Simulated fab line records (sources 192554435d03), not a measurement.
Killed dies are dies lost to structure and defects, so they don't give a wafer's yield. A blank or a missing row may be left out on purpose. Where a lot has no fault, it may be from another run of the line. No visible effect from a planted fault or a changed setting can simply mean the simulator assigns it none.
Chamber matching :: flow n5_finfet :: rie_diel-02 running N5_BEOL_M10_DESCUM_33: 4 sister chambers
The step chemistry O2, time 7.9 s. 18 wafers are shown with their chamber, then 9 later ones without.

WAFERS WITH THEIR CHAMBER
wafer: L076.2
chamber: 3
drypump_motor_current_A (A): 5.6
showerhead_plenum_p_Torr (Torr): 2.13
throttle_valve_pct (%): 20.39

wafer: L076.5
chamber: 3
drypump_motor_current_A (A): 5.6
showerhead_plenum_p_Torr (Torr): 2.13
throttle_valve_pct (%): 20.38

wafer: L076.6
chamber: 0
drypump_motor_current_A (A): 5.9
showerhead_plenum_p_Torr (Torr): 2.09
throttle_valve_pct (%): 20.72

wafer: L078.2
chamber: 1
drypump_motor_current_A (A): 6.3
showerhead_plenum_p_Torr (Torr): 2.14
throttle_valve_pct (%): 20.57

wafer: L078.4
chamber: 0
drypump_motor_current_A (A): 5.9
showerhead_plenum_p_Torr (Torr): 2.09
throttle_valve_pct (%): 20.72

wafer: L078.6
chamber: 1
drypump_motor_current_A (A): 6.3
showerhead_plenum_p_Torr (Torr): 2.14
throttle_valve_pct (%): 20.56

wafer: L080.2
chamber: 1
drypump_motor_current_A (A): 6.3
showerhead_plenum_p_Torr (Torr): 2.14
throttle_valve_pct (%): 20.57

wafer: L080.3
chamber: 0
drypump_motor_current_A (A): 5.9
showerhead_plenum_p_Torr (Torr): 2.09
throttle_valve_pct (%): 20.71

wafer: L080.6
chamber: 3
drypump_motor_current_A (A): 5.7
showerhead_plenum_p_Torr (Torr): 2.13
throttle_valve_pct (%): 20.41

wafer: L081.1
chamber: 2
drypump_motor_current_A (A): 6.0
showerhead_plenum_p_Torr (Torr): 2.12
throttle_valve_pct (%): 20.24

wafer: L081.3
chamber: 0
drypump_motor_current_A (A): 5.9
showerhead_plenum_p_Torr (Torr): 2.09
throttle_valve_pct (%): 20.72

wafer: L081.6
chamber: 0
drypump_motor_current_A (A): 5.9
showerhead_plenum_p_Torr (Torr): 2.08
throttle_valve_pct (%): 20.74

wafer: L083.3
chamber: 2
drypump_motor_current_A (A): 6.0
showerhead_plenum_p_Torr (Torr): 2.12
throttle_valve_pct (%): 20.22

wafer: L083.4
chamber: 1
drypump_motor_current_A (A): 6.3
showerhead_plenum_p_Torr (Torr): 2.13
throttle_valve_pct (%): 20.59

wafer: L083.5
chamber: 0
drypump_motor_current_A (A): 5.9
showerhead_plenum_p_Torr (Torr): 2.09
throttle_valve_pct (%): 20.75

wafer: L089.2
chamber: 3
drypump_motor_current_A (A): 5.6
showerhead_plenum_p_Torr (Torr): 2.13
throttle_valve_pct (%): 20.05

wafer: L089.3
chamber: 1
drypump_motor_current_A (A): 6.3
showerhead_plenum_p_Torr (Torr): 2.13
throttle_valve_pct (%): 20.60

wafer: L089.6
chamber: 2
drypump_motor_current_A (A): 6.0
showerhead_plenum_p_Torr (Torr): 2.11
throttle_valve_pct (%): 20.26

SIGNATURES (means of the wafers above)
reading: drypump_motor_current_A
chamber 0: 5.900
chamber 1: 6.300
chamber 2: 6.000
chamber 3: 5.625
scatter within a chamber: 0.0231

reading: showerhead_plenum_p_Torr
chamber 0: 2.0883
chamber 1: 2.1360
chamber 2: 2.1167
chamber 3: 2.1300
scatter within a chamber: 0.00439

reading: throttle_valve_pct
chamber 0: 20.7267
chamber 1: 20.5780
chamber 2: 20.2400
chamber 3: 20.3075
scatter within a chamber: 0.081
Rule: a wafer lies at a distance from a chamber equal to the root of the sum of squares, over the readings, of (its reading less the chamber's mean, divided by the reading's scatter). If the next closest chamber is less than 2 further off than the closest, the wafer can't be placed; otherwise it belongs to the closest. The scatter: take each reading less its chamber's mean, square it, sum over the shown wafers, divide by the number of wafers less the number of chambers, and take the root.

WAFERS WITHOUT THEIR CHAMBER
wafer: L090.4
drypump_motor_current_A (A): 6.3
showerhead_plenum_p_Torr (Torr): 2.13
throttle_valve_pct (%): 20.60

wafer: L090.5
drypump_motor_current_A (A): 5.6
showerhead_plenum_p_Torr (Torr): 2.12
throttle_valve_pct (%): 20.06

wafer: L090.6
drypump_motor_current_A (A): 6.0
showerhead_plenum_p_Torr (Torr): 2.11
throttle_valve_pct (%): 20.26

wafer: L095.2
drypump_motor_current_A (A): 6.0
showerhead_plenum_p_Torr (Torr): 2.11
throttle_valve_pct (%): 20.27

wafer: L095.3
drypump_motor_current_A (A): 5.6
showerhead_plenum_p_Torr (Torr): 2.12
throttle_valve_pct (%): 20.08

wafer: L095.5
drypump_motor_current_A (A): 6.3
showerhead_plenum_p_Torr (Torr): 2.12
throttle_valve_pct (%): 20.64

wafer: L096.1
drypump_motor_current_A (A): 6.3
showerhead_plenum_p_Torr (Torr): 2.12
throttle_valve_pct (%): 20.63

wafer: L096.2
drypump_motor_current_A (A): 5.6
showerhead_plenum_p_Torr (Torr): 2.12
throttle_valve_pct (%): 20.09

wafer: L096.3
drypump_motor_current_A (A): 5.9
showerhead_plenum_p_Torr (Torr): 2.07
throttle_valve_pct (%): 20.77

CHAMBER TAKEN BY EACH
wafer: L090.4
from the rows above: 1
in truth: 1

wafer: L090.5
from the rows above: 3
in truth: 3

wafer: L090.6
from the rows above: 2
in truth: 2

wafer: L095.2
from the rows above: 2
in truth: 2

wafer: L095.3
from the rows above: 3
in truth: 3

wafer: L095.5
from the rows above: 1
in truth: 1

wafer: L096.1
from the rows above: 1
in truth: 1

wafer: L096.2
from the rows above: 3
in truth: 3

wafer: L096.3
from the rows above: 0
in truth: 0
Correct placement for 9 of the 9. Can't be placed from these rows: 0. 0 placed wrongly.
